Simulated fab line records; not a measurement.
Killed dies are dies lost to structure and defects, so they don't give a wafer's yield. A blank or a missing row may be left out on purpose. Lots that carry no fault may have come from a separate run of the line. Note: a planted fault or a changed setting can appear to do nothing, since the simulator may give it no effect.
What tool caused it? -- flow n5-finfet -- Sampling: 9 lots, 27 wafers, 5 of 1938 route steps

WHAT THE GAUGES READ, wafer by wafer
N5_BEOL_M4_RC_MEAS_101. Usual: DIBL_N 35.8 mV/V, standard deviation 1.7; DIBL_P 35.3 mV/V, standard deviation 2; IOFF_N 0.150 nA/um, standard deviation 0.026; IOFF_P 0.194 nA/um, standard deviation 0.029; ION_N 667 uA/um, standard deviation 11; ION_P 456 uA/um, standard deviation 7.1; SS_N 71.4 mV/dec, standard deviation 0.65; SS_P 73.1 mV/dec, standard deviation 0.64; VT_N 251 mV, standard deviation 3; VT_P -252 mV, standard deviation 3.2.
lot,measured,on,DIBL_N (mV/V),DIBL_P (mV/V),IOFF_N (nA/um),IOFF_P (nA/um),ION_N (uA/um),ION_P (uA/um),SS_N (mV/dec),SS_P (mV/dec),VT_N (mV),VT_P (mV),flag
L703,day 12 05:59,prober-02,34.0 32.6 36.1,35.8 33.2 38.3,0.141 0.123 0.184,0.208 0.172 0.250,676 667 680,468 458 468,70.9 70.8 71.3,72.7 71.9 73.2,250 251 247,-249 -251 -243,
L704,day 12 09:15,prober-01,36.8 36.0 36.3,35.8 34.6 36.0,0.160 0.148 0.154,0.220 0.216 0.232,670 672 666,466 463 463,71.6 71.1 71.7,73.3 73.3 73.3,251 250 250,-246 -245 -246,
L705,day 12 13:01,prober-01,34.5 33.9 35.6,36.0 34.6 36.7,0.148 0.136 0.175,0.217 0.202 0.238,665 660 671,464 463 462,71.5 70.9 71.9,73.9 72.9 73.8,250 251 247,-247 -250 -246,
L707,day 12 22:44,prober-02,37.4 32.9 36.3,38.0 32.1 35.2,0.163 0.104 0.139,0.246 0.162 0.201,681 668 664,466 461 467,70.8 70.4 70.6,73.6 72.0 72.2,250 254 253,-247 -252 -251,
L708,day 13 19:43,prober-02,36.6 35.7 35.0,34.3 35.7 32.6,0.161 0.151 0.134,0.192 0.210 0.162,668 677 659,456 458 449,72.1 72.2 71.6,74.2 73.4 72.8,251 249 253,-252 -251 -255,
L709,day 12 22:57,prober-01,35.4 36.5 36.5,34.1 35.8 34.9,0.146 0.153 0.155,0.177 0.193 0.184,670 656 661,454 447 453,71.3 72.2 71.7,72.7 72.5 73.5,251 251 251,-253 -252 -252,
L715,day 14 23:49,prober-01,36.1 38.2 34.3,35.1 36.6 31.9,0.165 0.209 0.121,0.231 0.262 0.186,666 691 652,467 470 458,71.9 71.8 70.9,72.7 73.3 72.6,245 243 251,-246 -244 -251,
L718,day 15 11:44,prober-02,37.6 36.5 36.8,35.2 35.3 36.0,0.177 0.159 0.167,0.217 0.212 0.225,680 669 679,463 461 464,71.3 70.4 71.2,73.9 72.7 73.7,248 250 250,-248 -250 -252,
L719,day 15 13:35,prober-02,36.4 32.1 38.1,37.8 30.6 38.0,0.167 0.103 0.195,0.192 0.114 0.186,676 649 674,457 443 452,71.4 70.6 72.7,73.8 71.6 73.5,247 255 247,-252 -260 -255,

WHICH TOOL RAN EACH LOT (tool, then ch and the chambers of the sampled wafers, then the start)
lot,N5_GATE_CUT_STRIP_41,N5_GATE_CUT_CUT_ETCH_53,N5_GATE_CUT_CUT_ETCH_54,N5_GATE_CUT_CMP_23
L703,"rie-diel-05 ch 0,2,3, day 6 10:13","rie-metal-02 ch 0,1, day 6 10:23","rie-metal-02 ch 0,1, day 6 10:26","cmp-02 ch 0,2,3, day 6 12:19"
L704,"rie-diel-06 ch 0,3, day 6 20:19","rie-metal-02 ch 0,1, day 6 20:31","rie-metal-02 ch 0,1, day 6 20:34","cmp-02 ch 0,1,3, day 6 22:25"
L705,"rie-diel-02 ch 0,2, day 6 22:28","rie-metal-03 ch 0, day 6 22:38","rie-metal-03 ch 0, day 6 22:41","cmp-02 ch 1,2, day 7 00:46"
L707,"rie-diel-06 ch 1,2,3, day 7 14:01","rie-metal-03 ch 0,1, day 7 14:11","rie-metal-03 ch 0,1, day 7 14:14","cmp-04 ch 0,2,3, day 7 16:19"
L708,"rie-diel-02 ch 0,3, day 7 17:07","rie-metal-03 ch 0,1, day 7 17:17","rie-metal-03 ch 0,1, day 7 17:21","cmp-04 ch 0,1, day 7 20:25"
L709,"rie-diel-06 ch 0,1,3, day 7 21:17","rie-metal-03 ch 0,1, day 7 21:28","rie-metal-03 ch 0,1, day 7 21:31","cmp-04 ch 0,2,3, day 7 23:40"
L715,"rie-diel-02 ch 2,3, day 9 10:14","rie-metal-02 ch 0,1, day 9 10:24","rie-metal-02 ch 0,1, day 9 10:28","cmp-02 ch 0,2,3, day 9 12:22"
L718,"rie-diel-05 ch 0,3, day 10 07:33","rie-metal-02 ch 0,1, day 10 07:43","rie-metal-02 ch 0,1, day 10 07:47","cmp-01 ch 0,2, day 10 10:09"
L719,"rie-diel-06 ch 0,2,3, day 10 09:53","rie-metal-01 ch 0, day 10 10:05","rie-metal-01 ch 0, day 10 10:12","cmp-02 ch 0,1,3, day 10 12:16"
- N5_GATE_CUT_STRIP_41: strips in CF4.
- N5_GATE_CUT_CUT_ETCH_53: etches W in SF6/Cl2, target depth 79.2 nm.
- N5_GATE_CUT_CUT_ETCH_54: etches TiN in Cl2/BCl3, target depth 96.7 nm.
- N5_GATE_CUT_CMP_23: polishes, stops on SiO2, t overpolish 23.4 s, target thk 16 nm.

WHAT THE TOOLS THEMSELVES READ (means of the sampled wafers that have a number; where no wafer has one, the mark that the record gives instead)
N5_GATE_CUT_STRIP_41. Usual: drypump-motor-current-A 5.8 A, standard deviation 0.48; oes-product-au 0.182 a.u., standard deviation 0.019; rf-vpp-V 271.1 V, standard deviation 1.7; showerhead-plenum-p-Torr 1.79 Torr, standard deviation 0.067; throttle-valve-pct 13.65 %, standard deviation 0.22.
lot,tool,drypump-motor-current-A (A),oes-product-au (a.u.),rf-vpp-V (V),showerhead-plenum-p-Torr (Torr),throttle-valve-pct (%),flag
L703,rie-diel-05,5.7,0.172,271.6,1.80,13.71,
L704,rie-diel-06,5.8,0.170,268.9,1.70,13.85,
L705,rie-diel-02,5.6,0.174,271.1,1.77,13.50,
L707,rie-diel-06,6.2,0.186,270.3,1.78,13.77,
L708,rie-diel-02,5.5,0.191,271.7,1.83,13.60,
L709,rie-diel-06,5.9,0.174,269.3,1.72,13.84,
L715,rie-diel-02,5.3,0.190,270.3,1.75,13.59,
L718,rie-diel-05,5.6,0.205,270.2,1.77,13.38,
L719,rie-diel-06,5.8,0.183,270.0,1.73,13.79,

N5_GATE_CUT_CUT_ETCH_53. Usual: drypump-motor-current-A 5.3 A, standard deviation 0.39; etch-rf-on-time-s 26.3 s, standard deviation 1.1; oes-product-au 0.69 a.u., standard deviation 0.12; rf-fwd-power-W 878 W, standard deviation 3.3; throttle-valve-pct 28.9 %, standard deviation 0.37.
lot,tool,drypump-motor-current-A (A),etch-rf-on-time-s (s),oes-product-au (a.u.),rf-fwd-power-W (W),throttle-valve-pct (%),flag
L703,rie-metal-02,5.6,27.2,0.76,881,28.5,
L704,rie-metal-02,5.6,26.9,0.75,879,28.5,
L705,rie-metal-03,5.0,24.9,0.85,879,28.7,
L707,rie-metal-03,5.3,25.3,0.78,879,28.8,
L708,rie-metal-03,5.3,32.1,0.68,662,28.8,OFF
L709,rie-metal-03,5.2,31.9,0.68,666,28.8,OFF
L715,rie-metal-02,5.4,26.2,0.78,877,28.8,
L718,rie-metal-02,5.7,26.6,0.74,879,28.5,
L719,rie-metal-01,4.8,28.2,0.51,879,29.3,

N5_GATE_CUT_CUT_ETCH_54. Usual: drypump-motor-current-A 5.3 A, standard deviation 0.39; etch-rf-on-time-s 36.7 s, standard deviation 1.5; oes_ar_750_au 0.76 a.u., standard deviation 0.13; oes-product-au 0.69 a.u., standard deviation 0.12; rf-fwd-power-W 980 W, standard deviation 5.5; throttle-valve-pct 22.3 %, standard deviation 0.37.
lot,tool,drypump-motor-current-A (A),etch-rf-on-time-s (s),oes_ar_750_au (a.u.),oes-product-au (a.u.),rf-fwd-power-W (W),throttle-valve-pct (%),flag
L703,rie-metal-02,5.6,37.4,0.83,0.76,984,21.9,
L704,rie-metal-02,5.6,37.5,0.82,0.76,979,21.9,
L705,rie-metal-03,5.0,35.3,0.91,0.84,975,22.0,
L707,rie-metal-03,5.2,35.5,0.86,0.78,978,22.2,
L708,rie-metal-03,5.3,35.2,0.85,0.78,978,22.2,
L709,rie-metal-03,5.3,35.3,0.85,0.78,977,22.2,
L715,rie-metal-02,5.4,36.5,0.86,0.78,984,22.1,
L718,rie-metal-02,5.6,37.2,0.80,0.73,977,22.0,
L719,rie-metal-01,4.8,38.6,0.58,0.52,986,22.7,

N5_GATE_CUT_CMP_23. Usual: motor-current-A 9.5 A, standard deviation 0.78; overpolish-run-s 23.401 s, standard deviation 0.0095; pad-life-wafers 1135, standard deviation 670; time-to-endpoint-s 20.0 s, standard deviation 2.2.
lot,tool,motor-current-A (A),overpolish-run-s (s),pad-life-wafers,time-to-endpoint-s (s),flag
L703,cmp-02,9.7,23.401,1406,20.0,
L704,cmp-02,9.8,23.405,1484,20.9,
L705,cmp-02,10.0,23.398,1514,20.5,
L707,cmp-04,9.1,23.403,115,18.1,
L708,cmp-04,9.4,23.396,157,18.6,
L709,cmp-04,9.3,23.404,176,19.7,
L715,cmp-02,10.1,23.397,1940,22.7,
L718,cmp-01,9.0,23.397,1724,23.1,
L719,cmp-02,9.8,23.403,2101,19.6,

THE ANSWER, worked out from the rows above alone
Rule: a lot counts as off when the mean over its wafers that have a number is more than 3 standard deviations away from the usual mean. A lot without any number at a reading at which 4 lots or more have one is off too. Where the step has rows for the other lots, those lots are counted as sound. After the gauges, taken in route order, come the tools' own readings; for these a lot's mean is taken, as printed above. The first step at which some lot is off is used, and at that step the reading that is off furthest; a lot without a number counts as furthest.
Off at N5_GATE_CUT_CUT_ETCH_53 (rf-fwd-power-W): L708, L709.
A tool fits if, at that step or a process step before it, it ran every lot that is off, and no sound lot after the first of them. One candidate fits, namely rie-metal-03 at N5_GATE_CUT_CUT_ETCH_53. Its last sound lot is L707 (day 7 14:11), its first lot that is off L708 (day 7 17:17): a fault that began between those two fits.
The tool's own readings at N5_GATE_CUT_CUT_ETCH_53 bear it out: on the lots that are off they differ by more than 5 times the standard deviation of the sound lots' means. etch-rf-on-time-s reads 32.0 s there against 26.5 s on the sound lots; rf-fwd-power-W reads 664 W there against 879 W on the sound lots.

WHAT HAD BEEN PUT IN BY THE SIMULATOR
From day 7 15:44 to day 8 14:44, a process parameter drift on rie-metal-03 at N5_GATE_CUT_CUT_ETCH_53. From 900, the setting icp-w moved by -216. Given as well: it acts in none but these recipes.
Struck lots among those shown: L709, L708. The rule above found the same.
